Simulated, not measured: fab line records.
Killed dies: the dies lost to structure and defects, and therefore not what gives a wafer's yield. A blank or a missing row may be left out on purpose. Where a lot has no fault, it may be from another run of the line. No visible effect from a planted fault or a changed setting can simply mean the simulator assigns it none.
Which tool did it? + flow n5_finfet + 8 lots, 24 wafers sampled, at 5 steps of a route of 1938

== WHAT EACH GAUGE READ, for each wafer ==
N5_BEOL_M13_THK_MEAS_01.
| lot  | measured     | on            | M13_ILD_THK (nm) |
|------|--------------|---------------|------------------|
| L149 | day 11 16:01 | film_metro-02 | 833 817 850      |
| L154 | day 13 03:22 | film_metro-01 | 823 834 311      |
| L155 | day 12 17:07 | film_metro-02 | 827 856 316      |
| L165 | day 15 11:47 | film_metro-02 | 843 859 839      |
| L164 | day 15 22:55 | film_metro-02 | 808 826 820      |
| L166 | day 15 21:34 | film_metro-02 | 829 828 848      |
| L168 | day 16 06:44 | film_metro-01 | 830 835 854      |
| L169 | day 16 10:19 | film_metro-01 | 855 862 853      |

== WHAT TOOL EACH LOT RAN ON (gives the tool, then ch and the chambers of the sampled wafers, and finally the start) ==
| lot  | N5_BEOL_M12_DESCUM_33              | N5_BEOL_M12_ETCH_67                | N5_BEOL_M12_SPUTTER_43       | N5_BEOL_M13_ILD_DEP_00          |
|------|------------------------------------|------------------------------------|------------------------------|---------------------------------|
| L149 | rie_diel-06 ch 0,1, day 11 12:04   | rie_diel-06 ch 0,1, day 11 12:07   | pvd_sputter-02, day 11 14:13 | pecvd-03 ch 0,1,2, day 11 15:52 |
| L154 | rie_diel-03 ch 1,2, day 12 21:05   | rie_diel-03 ch 1,2, day 12 21:07   | pvd_sputter-01, day 13 02:00 | pecvd-03 ch 0,1, day 13 03:13   |
| L155 | rie_diel-03 ch 1,2,3, day 12 14:51 | rie_diel-03 ch 1,2,3, day 12 14:53 | pvd_sputter-01, day 12 15:46 | pecvd-03 ch 0,1, day 12 16:58   |
| L165 | rie_diel-06 ch 0,1,2, day 15 08:23 | rie_diel-06 ch 0,1,2, day 15 08:26 | pvd_sputter-02, day 15 10:23 | pecvd-01 ch 0,1,2, day 15 11:41 |
| L164 | rie_diel-04 ch 0,1,2, day 15 17:34 | rie_diel-04 ch 0,1,2, day 15 17:37 | pvd_sputter-03, day 15 21:34 | pecvd-03 ch 0,1, day 15 22:46   |
| L166 | rie_diel-06 ch 0,3, day 15 15:28   | rie_diel-06 ch 0,3, day 15 15:29   | pvd_sputter-01, day 15 19:53 | pecvd-03 ch 0,1, day 15 21:21   |
| L168 | rie_diel-03 ch 0,1, day 16 02:35   | rie_diel-03 ch 0,1, day 16 02:37   | pvd_sputter-03, day 16 05:19 | pecvd-03 ch 0,1,2, day 16 06:35 |
| L169 | rie_diel-04 ch 1,2, day 16 07:27   | rie_diel-04 ch 1,2, day 16 07:29   | pvd_sputter-01, day 16 08:54 | pecvd-01 ch 1,2, day 16 10:10   |
- N5_BEOL_M12_DESCUM_33: chemistry O2, time 7.9 s.
- N5_BEOL_M12_ETCH_67: etches SiARC in CF4, target depth 143 nm, time 238.3 s.
- N5_BEOL_M12_SPUTTER_43: material TaN, target thk 15 nm, time 24.19 s.
- N5_BEOL_M13_ILD_DEP_00: deposits SiOC from DEMS/O2, target thk 837.92 nm, time 166.4 s.

== THE ANSWER, worked out from the rows above alone ==
Rule: the usual values come from the lots themselves. Put in order of their means at a reading, lots are off if they are a third of the lots or fewer, leave a main group of 4 or more, and stand apart from it by a gap of 3 or more times the standard deviation of the main group's means; of several such gaps the widest counts. The tables above print the reading to a certain number of digits; a main group whose means all agree to those digits is not used. A lot without any number at a reading at which 4 lots or more have one is off too. The other lots that the step has rows for count as sound.
Off: at N5_BEOL_M13_THK_MEAS_01 (M13_ILD_THK), L154, L155. For the main group the mean is 838 nm and the standard deviation 12.
If a tool, at a process step before that reading, ran all the lots that are off and no sound lot after the first of them, it fits. Those tools and the gauges at N5_BEOL_M13_THK_MEAS_01 are tried in the same way. Of those tried, none fits.

== WHAT THE SIMULATOR PUT IN ==
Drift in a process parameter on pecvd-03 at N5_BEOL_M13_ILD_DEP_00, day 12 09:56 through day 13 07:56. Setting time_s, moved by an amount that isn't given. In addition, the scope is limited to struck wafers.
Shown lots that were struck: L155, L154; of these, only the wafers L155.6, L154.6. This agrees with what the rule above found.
